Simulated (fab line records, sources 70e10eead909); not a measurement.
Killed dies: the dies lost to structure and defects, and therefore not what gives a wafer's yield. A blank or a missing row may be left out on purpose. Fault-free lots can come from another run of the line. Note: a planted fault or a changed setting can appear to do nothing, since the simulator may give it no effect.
Which tool did it? + flow nand_harc + Sampling: 11 lots, 33 wafers, 5 of 1159 route steps

== WHAT THE GAUGES READ, wafer by wafer ==
NHARC_END_SORT_01. Usual: killed_at_array 29, standard deviation 11; killed_at_other 0.6, standard deviation 0.92; killed_at_periphery 3.2, standard deviation 2; killed_dies 33, standard deviation 11; killed_open 3.2, standard deviation 2; killed_short 1.9, standard deviation 1.5.
| lot  | measured     | on        | killed_at_array | killed_at_other | killed_at_periphery | killed_dies | killed_open | killed_short | flag |
|------|--------------|-----------|-----------------|-----------------|---------------------|-------------|-------------|--------------|------|
| L625 | day 19 06:15 | prober-02 | 30 19 24        | 2 1 1           | 1 1 1               | 33 21 26    | 4 4 3       | 2 0 4        |      |
| L628 | day 19 23:21 | prober-01 | 25 19 23        | 2 0 0           | 1 2 0               | 28 21 23    | 4 5 2       | 1 2 2        |      |
| L627 | day 19 19:38 | prober-02 | 27 23 17        | 1 2 1           | 5 4 7               | 33 29 25    | 4 1 6       | 1 2 2        |      |
| L629 | day 20 14:37 | prober-01 | 35 34 32        | 1 1 1           | 2 1 3               | 38 36 36    | 3 0 1       | 4 0 4        |      |
| L630 | day 21 04:48 | prober-01 | 31 38 30        | 1 1 3           | 5 5 4               | 37 44 37    | 1 0 3       | 2 1 4        |      |
| L631 | day 21 07:18 | prober-02 | 12 12 17        | 2 6 0           | 1 4 3               | 15 22 20    | 0 4 8       | 3 2 3        |      |
| L637 | day 22 07:37 | prober-01 | 45 45 35        | 0 0 0           | 6 2 1               | 51 47 36    | 4 2 7       | 1 3 1        |      |
| L639 | day 22 17:02 | prober-02 | 42 40 48        | 0 0 0           | 3 4 4               | 45 44 52    | 1 5 5       | 1 3 4        |      |
| L647 | day 25 03:11 | prober-02 | 32 51 47        | 0 0 0           | 5 6 6               | 37 57 53    | 0 3 2       | 1 5 1        |      |
| L645 | day 24 20:20 | prober-01 | 18 29 28        | 0 0 0           | 1 3 4               | 19 32 32    | 3 2 6       | 0 2 2        |      |
| L646 | day 25 03:21 | prober-01 | 33 39 28        | 1 1 1           | 3 1 2               | 37 41 31    | 5 5 2       | 4 0 4        |      |

== WHAT TOOL EACH LOT RAN ON (gives the tool, then ch and the chambers of the sampled wafers, and finally the start) ==
| lot  | NHARC_A_CONTACT_ETCH_31                       | NHARC_A_CONTACT_ETCH_135             | NHARC_A_CONTACT_ETCH_136             | NHARC_A_CONTACT_ETCH_110           |
|------|-----------------------------------------------|--------------------------------------|--------------------------------------|------------------------------------|
| L625 | rie_diel-12 ch 0,3, day 17 07:15 or earlier   | har_cap_etch-02 ch 0,1, day 17 07:15 | har_cap_etch-02 ch 0,1, day 17 07:23 | rie_diel-02 ch 0,1,3, day 17 08:39 |
| L628 | rie_diel-12 ch 0,1,3, day 17 12:34 or earlier | har_cap_etch-02 ch 0,1, day 17 12:34 | har_cap_etch-02 ch 0,1, day 17 12:41 | rie_diel-02 ch 0,1, day 17 13:56   |
| L627 | rie_diel-12 ch 2,3, day 17 15:17 or earlier   | har_cap_etch-03 ch 0,1, day 17 15:17 | har_cap_etch-03 ch 0,1, day 17 15:25 | rie_diel-02 ch 1,2,3, day 17 16:40 |
| L629 | rie_diel-12 ch 0,1,2, day 18 12:32 or earlier | har_cap_etch-02 ch 0,1, day 18 12:32 | har_cap_etch-02 ch 0,1, day 18 12:40 | rie_diel-12 ch 0,1,2, day 18 14:20 |
| L630 | rie_diel-02 ch 0,1,2, day 18 21:02 or earlier | har_cap_etch-02 ch 0,1, day 18 21:02 | har_cap_etch-02 ch 0,1, day 18 21:10 | rie_diel-02 ch 0,1, day 18 22:28   |
| L631 | rie_diel-02 ch 0,1,3, day 19 02:08 or earlier | har_cap_etch-02 ch 0,1, day 19 02:08 | har_cap_etch-02 ch 0,1, day 19 02:16 | rie_diel-02 ch 0,3, day 19 03:29   |
| L637 | rie_diel-02 ch 1,2,3, day 20 00:59 or earlier | har_cap_etch-02 ch 0,1, day 20 00:59 | har_cap_etch-02 ch 0,1, day 20 01:07 | rie_diel-02 ch 2,3, day 20 02:31   |
| L639 | rie_diel-02 ch 0,1, day 20 06:06 or earlier   | har_cap_etch-01 ch 0,1, day 20 06:06 | har_cap_etch-01 ch 0,1, day 20 06:16 | rie_diel-12 ch 0,2,3, day 20 07:35 |
| L647 | rie_diel-12 ch 1,3, day 22 16:59 or earlier   | har_cap_etch-01 ch 0,1, day 22 16:59 | har_cap_etch-01 ch 0,1, day 22 17:07 | rie_diel-02 ch 1,3, day 22 19:09   |
| L645 | rie_diel-02 ch 1,2,3, day 22 21:09 or earlier | har_cap_etch-02 ch 0,1, day 22 21:09 | har_cap_etch-02 ch 0,1, day 22 21:17 | rie_diel-02 ch 0,1,2, day 22 22:44 |
| L646 | rie_diel-12 ch 0,2,3, day 22 21:38 or earlier | har_cap_etch-01 ch 0,1, day 22 21:38 | har_cap_etch-01 ch 0,1, day 22 21:46 | rie_diel-02 ch 0,1,3, day 22 23:34 |
- NHARC_A_CONTACT_ETCH_31: etches the open film in O2/COS, target depth 2000 nm, time 520 s.
- NHARC_A_CONTACT_ETCH_135: etches the open film in C4F8/O2/Ar, time 132 s, target depth 1287 nm.
- NHARC_A_CONTACT_ETCH_136: etches the open film in C4F8/O2/Ar, time 132 s, target depth 1287 nm.
- NHARC_A_CONTACT_ETCH_110: etches the open film in CF4/O2, target depth 50 nm, overetch 5 nm, time 27.5 s.

== WHAT THE TOOLS THEMSELVES READ (means of the sampled wafers that have a number; where no wafer has one, the mark that the record gives instead) ==
NHARC_A_CONTACT_ETCH_31. Usual: value, then standard deviation, for each; bias_w 300.0 W / 0.92; chamber_pressure_mTorr 20.000 mTorr / 0.017; drypump_motor_current_A 5.6 A / 0.49; oes_product_au 0.997 a.u. / 0.0075; rf_vpp_V 314.4 V / 2.1; showerhead_plenum_p_Torr 3.14 Torr / 0.14; throttle_valve_pct 28.330 % / 0.0086.
| lot  | tool        | bias_w (W) | chamber_pressure_mTorr (mTorr) | drypump_motor_current_A (A) | oes_product_au (a.u.) | rf_vpp_V (V) | showerhead_plenum_p_Torr (Torr) | throttle_valve_pct (%) | flag |
|------|-------------|------------|--------------------------------|-----------------------------|-----------------------|--------------|---------------------------------|------------------------|------|
| L625 | rie_diel-12 | 299.9      | 19.982                         | 5.9                         | 0.997                 | 315.8        | 3.18                            | 28.333                 |      |
| L628 | rie_diel-12 | 300.3      | 19.996                         | 5.6                         | 1.006                 | 313.6        | 3.09                            | 28.324                 |      |
| L627 | rie_diel-12 | 299.7      | 19.993                         | 5.8                         | 1.005                 | 313.7        | 3.14                            | 28.330                 |      |
| L629 | rie_diel-12 | 299.3      | 19.999                         | 5.5                         | 1.001                 | 313.1        | 3.05                            | 28.323                 |      |
| L630 | rie_diel-02 | 299.5      | 20.019                         | 5.6                         | 0.992                 | 313.9        | 3.13                            | 28.326                 |      |
| L631 | rie_diel-02 | 300.1      | 20.002                         | 5.7                         | 0.991                 | 315.4        | 3.23                            | 28.329                 |      |
| L637 | rie_diel-02 | 300.8      | 19.994                         | 5.4                         | 0.998                 | 314.1        | 3.11                            | 28.324                 |      |
| L639 | rie_diel-02 | 300.3      | 20.006                         | 5.4                         | 0.993                 | 315.4        | 3.21                            | 28.332                 |      |
| L647 | rie_diel-12 | 300.8      | 20.015                         | 5.3                         | 0.985                 | 312.1        | 3.02                            | 28.327                 |      |
| L645 | rie_diel-02 | 300.9      | 19.981                         | 5.4                         | 0.993                 | 313.5        | 3.10                            | 28.332                 |      |
| L646 | rie_diel-12 | 300.4      | 20.000                         | 5.9                         | 0.999                 | 314.4        | 3.11                            | 28.335                 |      |

NHARC_A_CONTACT_ETCH_135. Usual: chamber_pressure_mTorr 19.998 mTorr, standard deviation 0.018; oes_air_line_au 0.999 a.u., standard deviation 0.022.
| lot  | tool            | chamber_pressure_mTorr (mTorr) | oes_air_line_au (a.u.) | flag |
|------|-----------------|--------------------------------|------------------------|------|
| L625 | har_cap_etch-02 | 19.993                         | 0.999                  |      |
| L628 | har_cap_etch-02 | 19.998                         | 1.003                  |      |
| L627 | har_cap_etch-03 | 20.011                         | 1.033                  |      |
| L629 | har_cap_etch-02 | 20.006                         | 0.997                  |      |
| L630 | har_cap_etch-02 | 19.995                         | 1.002                  |      |
| L631 | har_cap_etch-02 | 20.009                         | 1.004                  |      |
| L637 | har_cap_etch-02 | 19.990                         | 0.999                  |      |
| L639 | har_cap_etch-01 | 19.991                         | 1.013                  |      |
| L647 | har_cap_etch-01 | 19.996                         | 1.009                  |      |
| L645 | har_cap_etch-02 | 19.984                         | 0.979                  |      |
| L646 | har_cap_etch-01 | 20.002                         | 1.000                  |      |

NHARC_A_CONTACT_ETCH_136. Usual: chamber_pressure_mTorr 19.998 mTorr, standard deviation 0.018; oes_air_line_au 1.000 a.u., standard deviation 0.017.
| lot  | tool            | chamber_pressure_mTorr (mTorr) | oes_air_line_au (a.u.) | flag |
|------|-----------------|--------------------------------|------------------------|------|
| L625 | har_cap_etch-02 | 20.003                         | 0.998                  |      |
| L628 | har_cap_etch-02 | 20.006                         | 0.985                  |      |
| L627 | har_cap_etch-03 | 19.996                         | 1.014                  |      |
| L629 | har_cap_etch-02 | 20.003                         | 0.995                  |      |
| L630 | har_cap_etch-02 | 19.976                         | 1.018                  |      |
| L631 | har_cap_etch-02 | 20.030                         | 1.006                  |      |
| L637 | har_cap_etch-02 | 20.000                         | 1.010                  |      |
| L639 | har_cap_etch-01 | 19.999                         | 0.995                  |      |
| L647 | har_cap_etch-01 | 20.007                         | 0.989                  |      |
| L645 | har_cap_etch-02 | 19.976                         | 0.999                  |      |
| L646 | har_cap_etch-01 | 19.994                         | 1.005                  |      |

NHARC_A_CONTACT_ETCH_110. Usual: bias_w 100.03 W, standard deviation 0.29; cf4_flow_sccm 79.99 sccm, standard deviation 0.22; drypump_motor_current_A 5.7 A, standard deviation 0.52; oes_f_703_au 1.000 a.u., standard deviation 0.0049; oes_product_au 0.996 a.u., standard deviation 0.0069; rf_vpp_V 198.1 V, standard deviation 1.5; showerhead_plenum_p_Torr 1.35 Torr, standard deviation 0.063; throttle_valve_pct 13.397 %, standard deviation 0.0079.
| lot  | tool        | bias_w (W) | cf4_flow_sccm (sccm) | drypump_motor_current_A (A) | oes_f_703_au (a.u.) | oes_product_au (a.u.) | rf_vpp_V (V) | showerhead_plenum_p_Torr (Torr) | throttle_valve_pct (%) | flag |
|------|-------------|------------|----------------------|-----------------------------|---------------------|-----------------------|--------------|---------------------------------|------------------------|------|
| L625 | rie_diel-02 | 100.22     | 79.98                | 5.7                         | 1.000               | 0.998                 | 199.4        | 1.39                            | 13.398                 |      |
| L628 | rie_diel-02 | 100.26     | 79.85                | 5.8                         | 0.996               | 0.995                 | 199.5        | 1.39                            | 13.393                 |      |
| L627 | rie_diel-02 | 99.91      | 80.15                | 5.4                         | 1.003               | 0.997                 | 197.5        | 1.33                            | 13.397                 |      |
| L629 | rie_diel-12 | 100.04     | 79.76                | 5.5                         | 1.004               | 1.000                 | 197.6        | 1.30                            | 13.402                 |      |
| L630 | rie_diel-02 | 99.80      | 79.86                | 5.4                         | 0.999               | 0.991                 | 199.1        | 1.38                            | 13.392                 |      |
| L631 | rie_diel-02 | 99.93      | 80.05                | 6.0                         | 1.000               | 1.004                 | 199.0        | 1.40                            | 13.395                 |      |
| L637 | rie_diel-02 | -          | -                    | -                           | -                   | -                     | -            | -                               | -                      | OFF  |
| L639 | rie_diel-12 | -          | -                    | -                           | -                   | -                     | -            | -                               | -                      | OFF  |
| L647 | rie_diel-02 | 99.91      | 80.01                | 5.5                         | 0.997               | 0.995                 | 198.2        | 1.37                            | 13.399                 |      |
| L645 | rie_diel-02 | 100.29     | 79.85                | 5.6                         | 0.997               | 0.996                 | 196.6        | 1.33                            | 13.408                 |      |
| L646 | rie_diel-02 | 99.82      | 80.02                | 5.7                         | 1.005               | 0.994                 | 198.7        | 1.38                            | 13.390                 |      |

== THE ANSWER, worked out from the rows above alone ==
Rule: take the mean of a lot's wafers that have a number; if it is more than 3 standard deviations from the usual mean, the lot is off. Also off: a lot with no number at a reading for which 4 or more lots have one. Where the step has rows for the other lots, those lots are counted as sound. First the gauges in route order, then the tools' own readings, where a lot's mean is used as printed above. At the first step where some lot is off, the reading lying furthest off is the one used; lots without a number count as furthest.
Off: L637, L639 (NHARC_A_CONTACT_ETCH_110, bias_w). Without a number there: L637, L639.
A tool fits if, at that step or a process step before it, it ran every lot that is off, and no sound lot after the first of them. NHARC_A_CONTACT_ETCH_31 gives no start for some lots, so the hours and the order of its lots are those of NHARC_A_CONTACT_ETCH_135. Of those tried, none fits.

== WHAT HAD BEEN PUT IN BY THE SIMULATOR ==
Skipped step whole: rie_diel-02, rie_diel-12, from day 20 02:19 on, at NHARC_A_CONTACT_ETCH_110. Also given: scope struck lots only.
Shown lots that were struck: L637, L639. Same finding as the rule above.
